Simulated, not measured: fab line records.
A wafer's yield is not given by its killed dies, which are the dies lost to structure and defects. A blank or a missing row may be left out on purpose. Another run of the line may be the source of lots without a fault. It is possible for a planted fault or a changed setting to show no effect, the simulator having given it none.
Split-lot trial || flow n5Finfet || 7 lots, 39 wafers read, on a route of 1938 steps

== THE SPLIT ITSELF ==
At N5_MOL_CONTACT_COAG_ETCH_124 (etches SiNx in CH3F/O2, stops on SiOC, target depth 6.5 nm), the setting sourceW was moved away from the recipe's 395 W on 15 of the 39 wafers read, by -14.6% to +8.1%. The other wafers ran this setting at the recipe's value.

The reading is taken at the split's own step.

== THE READING ==
rfVppV, in V, at N5_MOL_CONTACT_COAG_ETCH_124 (etches SiNx in CH3F/O2, stops on SiOC, target depth 6.5 nm). Fault-free wafers of this fab line usually give 296.6 V, standard deviation 2.4 V.

{"wafer": "L074.1", "tool, chamber at the split": "rieDiel-02, 1", "sourceW as run, W": 375.4, "against the recipe": "-5.0%", "rfVppV, V": 302.8, "against lot-mates on the recipe": "+5.6"}
{"wafer": "L074.2", "tool, chamber at the split": "rieDiel-02, 0", "sourceW as run, W": 375.4, "against the recipe": "-5.0%", "rfVppV, V": 297.7, "against lot-mates on the recipe": "+0.5"}
{"wafer": "L074.3", "tool, chamber at the split": "rieDiel-02, 3", "sourceW as run, W": 395, "against the recipe": "recipe", "rfVppV, V": 297.7, "against lot-mates on the recipe": "-"}
{"wafer": "L074.4", "tool, chamber at the split": "rieDiel-02, 2", "sourceW as run, W": 395, "against the recipe": "recipe", "rfVppV, V": 295.6, "against lot-mates on the recipe": "-"}
{"wafer": "L074.5", "tool, chamber at the split": "rieDiel-02, 1", "sourceW as run, W": 395, "against the recipe": "recipe", "rfVppV, V": 298.2, "against lot-mates on the recipe": "-"}
{"wafer": "L074.6", "tool, chamber at the split": "rieDiel-02, 0", "sourceW as run, W": 375.4, "against the recipe": "-5.0%", "rfVppV, V": 296.9, "against lot-mates on the recipe": -0.3}
{"wafer": "L078.1", "tool, chamber at the split": "rieDiel-03, 0", "sourceW as run, W": 426.9, "against the recipe": "+8.1%", "rfVppV, V": 286.1, "against lot-mates on the recipe": -9.2}
{"wafer": "L078.2", "tool, chamber at the split": "rieDiel-03, 1", "sourceW as run, W": 395, "against the recipe": "recipe", "rfVppV, V": 294.5, "against lot-mates on the recipe": "-"}
{"wafer": "L078.3", "tool, chamber at the split": "rieDiel-03, 2", "sourceW as run, W": 426.9, "against the recipe": "+8.1%", "rfVppV, V": 286.4, "against lot-mates on the recipe": -8.9}
{"wafer": "L078.4", "tool, chamber at the split": "rieDiel-03, 0", "sourceW as run, W": 426.9, "against the recipe": "+8.1%", "rfVppV, V": 287.0, "against lot-mates on the recipe": -8.3}
{"wafer": "L078.5", "tool, chamber at the split": "rieDiel-03, 2", "sourceW as run, W": 395, "against the recipe": "recipe", "rfVppV, V": 296.2, "against lot-mates on the recipe": "-"}
{"wafer": "L078.6", "tool, chamber at the split": "rieDiel-03, 1", "sourceW as run, W": 395, "against the recipe": "recipe", "rfVppV, V": 295.2, "against lot-mates on the recipe": "-"}
{"wafer": "L080.4", "tool, chamber at the split": "rieDiel-03, 0", "sourceW as run, W": 395, "against the recipe": "recipe", "rfVppV, V": 298.0, "against lot-mates on the recipe": "-"}
{"wafer": "L080.5", "tool, chamber at the split": "rieDiel-03, 2", "sourceW as run, W": 395, "against the recipe": "recipe", "rfVppV, V": 296.5, "against lot-mates on the recipe": "-"}
{"wafer": "L080.6", "tool, chamber at the split": "rieDiel-03, 3", "sourceW as run, W": 395, "against the recipe": "recipe", "rfVppV, V": 299.4, "against lot-mates on the recipe": "-"}
{"wafer": "L083.1", "tool, chamber at the split": "rieDiel-03, 0", "sourceW as run, W": 342.6, "against the recipe": "-13.3%", "rfVppV, V": 315.7, "against lot-mates on the recipe": "+20.1"}
{"wafer": "L083.2", "tool, chamber at the split": "rieDiel-03, 1", "sourceW as run, W": 395, "against the recipe": "recipe", "rfVppV, V": 293.9, "against lot-mates on the recipe": "-"}
{"wafer": "L083.3", "tool, chamber at the split": "rieDiel-03, 3", "sourceW as run, W": 395, "against the recipe": "recipe", "rfVppV, V": 299.1, "against lot-mates on the recipe": "-"}
{"wafer": "L083.4", "tool, chamber at the split": "rieDiel-03, 2", "sourceW as run, W": 342.6, "against the recipe": "-13.3%", "rfVppV, V": 317.8, "against lot-mates on the recipe": "+22.2"}
{"wafer": "L083.5", "tool, chamber at the split": "rieDiel-03, 0", "sourceW as run, W": 342.6, "against the recipe": "-13.3%", "rfVppV, V": 316.9, "against lot-mates on the recipe": "+21.3"}
{"wafer": "L083.6", "tool, chamber at the split": "rieDiel-03, 1", "sourceW as run, W": 395, "against the recipe": "recipe", "rfVppV, V": 293.9, "against lot-mates on the recipe": "-"}
{"wafer": "L086.1", "tool, chamber at the split": "rieDiel-03, 0", "sourceW as run, W": 337.3, "against the recipe": "-14.6%", "rfVppV, V": 320.6, "against lot-mates on the recipe": "+25.7"}
{"wafer": "L086.2", "tool, chamber at the split": "rieDiel-03, 1", "sourceW as run, W": 395, "against the recipe": "recipe", "rfVppV, V": 293.5, "against lot-mates on the recipe": "-"}
{"wafer": "L086.3", "tool, chamber at the split": "rieDiel-03, 3", "sourceW as run, W": 395, "against the recipe": "recipe", "rfVppV, V": 297.8, "against lot-mates on the recipe": "-"}
{"wafer": "L086.4", "tool, chamber at the split": "rieDiel-03, 3", "sourceW as run, W": 337.3, "against the recipe": "-14.6%", "rfVppV, V": 322.8, "against lot-mates on the recipe": "+27.9"}
{"wafer": "L086.5", "tool, chamber at the split": "rieDiel-03, 0", "sourceW as run, W": 337.3, "against the recipe": "-14.6%", "rfVppV, V": 318.5, "against lot-mates on the recipe": "+23.6"}
{"wafer": "L086.6", "tool, chamber at the split": "rieDiel-03, 1", "sourceW as run, W": 395, "against the recipe": "recipe", "rfVppV, V": 293.3, "against lot-mates on the recipe": "-"}
{"wafer": "L088.1", "tool, chamber at the split": "rieDiel-02, 0", "sourceW as run, W": 395, "against the recipe": "recipe", "rfVppV, V": 295.0, "against lot-mates on the recipe": "-"}
{"wafer": "L088.2", "tool, chamber at the split": "rieDiel-02, 3", "sourceW as run, W": 395, "against the recipe": "recipe", "rfVppV, V": 297.2, "against lot-mates on the recipe": "-"}
{"wafer": "L088.3", "tool, chamber at the split": "rieDiel-02, 2", "sourceW as run, W": 395, "against the recipe": "recipe", "rfVppV, V": 297.1, "against lot-mates on the recipe": "-"}
{"wafer": "L088.4", "tool, chamber at the split": "rieDiel-02, 1", "sourceW as run, W": 395, "against the recipe": "recipe", "rfVppV, V": 298.0, "against lot-mates on the recipe": "-"}
{"wafer": "L088.5", "tool, chamber at the split": "rieDiel-02, 0", "sourceW as run, W": 395, "against the recipe": "recipe", "rfVppV, V": 296.1, "against lot-mates on the recipe": "-"}
{"wafer": "L088.6", "tool, chamber at the split": "rieDiel-02, 3", "sourceW as run, W": 395, "against the recipe": "recipe", "rfVppV, V": 295.5, "against lot-mates on the recipe": "-"}
{"wafer": "L092.1", "tool, chamber at the split": "rieDiel-03, 2", "sourceW as run, W": 362.6, "against the recipe": "-8.2%", "rfVppV, V": 307.6, "against lot-mates on the recipe": "+11.8"}
{"wafer": "L092.2", "tool, chamber at the split": "rieDiel-03, 1", "sourceW as run, W": 395, "against the recipe": "recipe", "rfVppV, V": 294.4, "against lot-mates on the recipe": "-"}
{"wafer": "L092.3", "tool, chamber at the split": "rieDiel-03, 0", "sourceW as run, W": 395, "against the recipe": "recipe", "rfVppV, V": 298.1, "against lot-mates on the recipe": "-"}
{"wafer": "L092.4", "tool, chamber at the split": "rieDiel-03, 2", "sourceW as run, W": 395, "against the recipe": "recipe", "rfVppV, V": 295.0, "against lot-mates on the recipe": "-"}
{"wafer": "L092.5", "tool, chamber at the split": "rieDiel-03, 0", "sourceW as run, W": 362.6, "against the recipe": "-8.2%", "rfVppV, V": 310.4, "against lot-mates on the recipe": "+14.6"}
{"wafer": "L092.6", "tool, chamber at the split": "rieDiel-03, 1", "sourceW as run, W": 362.6, "against the recipe": "-8.2%", "rfVppV, V": 307.1, "against lot-mates on the recipe": "+11.3"}

FIT RESULTS
A straight line over all 39 wafers: rfVppV changes by -1.5 V for each +1% of sourceW; r = -0.97; the points scatter about the line by 2.4 V.
The same after taking each lot's own level away (the mean of its wafers on the recipe; 39 wafers): -1.53 V for each +1%; r = -0.96; scatter 2.7 V.
That fit puts the effect of the largest move of sourceW on the reading at 22 V.
The span of the lots' own levels, 294.87 to 297.97 V, comes to 1.3 times the standard deviation stated above.
The two slopes agree, so the slope changes little with the lot-to-lot level.
Check: +22 V against its lot-mates is what the line predicts for one of the wafers moved furthest among these (-14.6%) when that wafer is left out of the fit. It came out at +25.7 V against them.
Tool readings at the split's step, against how far the setting was moved: rfVppV r = -0.97.

== OTHER SPLITS APPLIED TO THESE WAFERS ==
These wafers also went through other splits before the reading. Each is held against what the fit with the lots' levels taken away leaves over:
{"other split on the same wafers": "N5_HKMG_FIN_HK_ALD_01 aldCycles", "wafers away from the commonest value": 15, "r with rfVppV (lot level and that fit taken away)": "+0.13"}
{"other split on the same wafers": "N5_MOL_CONTACT_COAG_ETCH_91 timeS", "wafers away from the commonest value": 15, "r with rfVppV (lot level and that fit taken away)": -0.39}
{"other split on the same wafers": "N5_MOL_CONTACT_COAG_ETCHBACK_136 targetDepthA", "wafers away from the commonest value": 9, "r with rfVppV (lot level and that fit taken away)": -0.40}

== FILE'S OWN FIT ==
rfVppV changes by -1.54 V for each +1% of sourceW, r = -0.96.
